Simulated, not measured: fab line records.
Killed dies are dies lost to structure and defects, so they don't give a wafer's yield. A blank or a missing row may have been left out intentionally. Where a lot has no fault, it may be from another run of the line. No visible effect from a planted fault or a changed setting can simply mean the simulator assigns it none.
Which tool was responsible? + flow n5-finfet + 31 wafers from 11 lots sampled at 4 of the route's 1938 steps

## WHAT THE GAUGES READ, wafer by wafer
N5_BEOL_M11_OVL_MEAS_12.
| lot  | measured     | on         | M11_OVL (nm)  |
|------|--------------|------------|---------------|
| L541 | day 10 22:56 | overlay-02 | -0.5 0.6 0.4  |
| L542 | day 11 02:10 | overlay-01 | 1.4 1.3 0.4   |
| L545 | day 11 16:29 | overlay-01 | 0.4 0.2 0.9   |
| L544 | day 11 17:55 | overlay-01 | -0.1 0.6 0.0  |
| L546 | day 12 06:13 | overlay-01 | 0.7 1.6       |
| L547 | day 12 12:12 | overlay-01 | -1.1 0.8 0.1  |
| L551 | day 13 06:28 | overlay-02 | -0.1 0.8 -0.5 |
| L555 | day 14 10:44 | overlay-02 | 0.5 0.7 0.5   |
| L556 | day 15 02:02 | overlay-02 | 2.5 -0.4 -0.8 |
| L560 | day 15 16:32 | overlay-01 | 0.6 1.1       |
| L561 | day 16 01:29 | overlay-02 | 0.0 0.6 1.3   |

N5_BEOL_M11_CD_MEAS_28: the cd target is 70 nm.
| lot  | measured     | on        | cd-nm (nm)     |
|------|--------------|-----------|----------------|
| L541 | day 11 00:59 | cd-sem-03 | 70.3 69.0 69.9 |
| L542 | day 11 05:53 | cd-sem-02 | 69.5 70.6 70.5 |
| L545 | day 11 17:25 | cd-sem-02 | 67.7 69.0 67.6 |
| L544 | day 11 19:27 | cd-sem-01 | 70.3 70.9 71.1 |
| L546 | day 12 07:13 | cd-sem-01 | 69.8 70.8      |
| L547 | day 12 13:22 | cd-sem-02 | 69.1 70.5 70.2 |
| L551 | day 13 08:29 | cd-sem-01 | 68.5 70.0 70.7 |
| L555 | day 14 12:56 | cd-sem-02 | 70.5 69.3 69.7 |
| L556 | day 15 03:43 | cd-sem-03 | 70.9 71.6 70.8 |
| L560 | day 15 18:31 | cd-sem-02 | 68.6 68.9      |
| L561 | day 16 02:26 | cd-sem-03 | 70.6 69.5 69.4 |

## WHAT TOOL EACH LOT RAN ON (gives the tool, then ch and the chambers of the sampled wafers, and finally the start)
| lot  | N5_BEOL_M11_DESCUM_16              | N5_BEOL_M11_COAT_64               |
|------|------------------------------------|-----------------------------------|
| L541 | rie-diel-06 ch 0,1,3, day 10 23:16 | litho-track-01 ch 0, day 11 00:37 |
| L542 | rie-diel-06 ch 0,3, day 11 02:14   | litho-track-04 ch 0, day 11 05:28 |
| L545 | rie-diel-04 ch 1,2,3, day 11 16:36 | litho-track-01 ch 0, day 11 17:10 |
| L544 | rie-diel-02 ch 1,2, day 11 17:58   | litho-track-01 ch 0, day 11 19:05 |
| L546 | rie-diel-06 ch 1,3, day 12 06:16   | litho-track-05 ch 0, day 12 06:58 |
| L547 | rie-diel-04 ch 0,2,3, day 12 12:26 | litho-track-01 ch 0, day 12 12:59 |
| L551 | rie-diel-04 ch 1,3, day 13 06:31   | litho-track-04 ch 0, day 13 08:14 |
| L555 | rie-diel-04 ch 0,3, day 14 11:14   | litho-track-04 ch 0, day 14 12:26 |
| L556 | rie-diel-06 ch 0,1,2, day 15 02:05 | litho-track-04 ch 0, day 15 03:28 |
| L560 | rie-diel-06 ch 2, day 15 16:35     | litho-track-01 ch 0, day 15 18:16 |
| L561 | rie-diel-06 ch 0,1,2, day 16 01:32 | litho-track-01 ch 0, day 16 02:04 |
- N5_BEOL_M11_DESCUM_16: chemistry O2, time 7.9 s.
- N5_BEOL_M11_COAT_64: time 60 s, resist thk 30 nm.

## AS READ BY THE TOOLS THEMSELVES (means over the sampled wafers that have a number; for cases with no such wafer, the mark the record gives instead)
N5_BEOL_M11_DESCUM_16.
| lot  | tool        | drypump-motor-current-A (A) | oes-product-au (a.u.) | rf-vpp-V (V) | showerhead-plenum-p-Torr (Torr) | throttle-valve-pct (%) |
|------|-------------|-----------------------------|-----------------------|--------------|---------------------------------|------------------------|
| L541 | rie-diel-06 | 5.8                         | 0.75                  | 242.2        | 2.07                            | 20.40                  |
| L542 | rie-diel-06 | 5.6                         | 0.72                  | 242.4        | 2.12                            | 20.51                  |
| L545 | rie-diel-04 | 5.6                         | 0.78                  | 243.0        | 2.06                            | 20.47                  |
| L544 | rie-diel-02 | 5.9                         | 0.83                  | 244.3        | 2.17                            | 20.53                  |
| L546 | rie-diel-06 | 5.9                         | 0.77                  | 242.6        | 2.10                            | 20.24                  |
| L547 | rie-diel-04 | 5.7                         | 0.83                  | 242.7        | 2.06                            | 20.42                  |
| L551 | rie-diel-04 | 5.8                         | 0.79                  | 243.3        | 2.09                            | 20.50                  |
| L555 | rie-diel-04 | 5.7                         | 0.84                  | 243.2        | 2.07                            | 20.33                  |
| L556 | rie-diel-06 | 5.9                         | 0.76                  | 243.0        | 2.08                            | 20.45                  |
| L560 | rie-diel-06 | 6.0                         | 0.77                  | 244.4        | 2.21                            | 20.46                  |
| L561 | rie-diel-06 | 5.9                         | 0.75                  | 242.9        | 2.08                            | 20.46                  |

N5_BEOL_M11_COAT_64.
| lot  | tool           | spin-speed-rpm (rpm) |
|------|----------------|----------------------|
| L541 | litho-track-01 | 1501.4               |
| L542 | litho-track-04 | 1500.6               |
| L545 | litho-track-01 | 1499.4               |
| L544 | litho-track-01 | 1500.4               |
| L546 | litho-track-05 | 1500.6               |
| L547 | litho-track-01 | 1498.8               |
| L551 | litho-track-04 | 1500.2               |
| L555 | litho-track-04 | 1302.0               |
| L556 | litho-track-04 | 1301.8               |
| L560 | litho-track-01 | 1499.6               |
| L561 | litho-track-01 | 1499.6               |

## THE ANSWER, worked out from the rows above alone
Rule: usual is defined by the lots themselves. The widest of any qualifying gaps counts: lots, ordered by their means at a reading, are off when they make up no more than a third of the lots, leave a main group of 4 or more, and stand apart from it by 3 or more times the standard deviation of that group's means. The tables above print the reading to a certain number of digits; a main group whose means all agree to those digits is not used. A lot without any number at a reading at which 4 lots or more have one is off too. All remaining lots with rows at the step are treated as sound. First the gauges in route order, then the tools' own readings, where a lot's mean is used as printed above. The first step at which some lot is off is used, and at that step the reading that is off furthest; a lot without a number counts as furthest.
Off: L555, L556 (N5_BEOL_M11_COAT_64, spin-speed-rpm). Main group: mean 1500.1 rpm, sd 0.74.
A tool fits if, at that step or a process step before it, it ran every lot that is off, and no sound lot after the first of them. One fits: N5_BEOL_M11_COAT_64 on litho-track-04. Its last sound lot is L551 (day 13 08:14), its first lot that is off L555 (day 14 12:26): a fault that began between those two fits.
On the lots that are off, the tool's own readings at N5_BEOL_M11_COAT_64 differ by more than 5 times the standard deviation of the sound lots' means, which bears it out; spin-speed-rpm reads 1301.9 rpm there versus 1500.1 rpm on the sound lots.

## WHAT THE SIMULATOR HAD PUT IN
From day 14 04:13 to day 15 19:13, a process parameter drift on litho-track-04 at N5_BEOL_M11_COAT_64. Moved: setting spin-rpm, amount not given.
Struck lots among those shown: L555, L556. The same result came from the rule above.
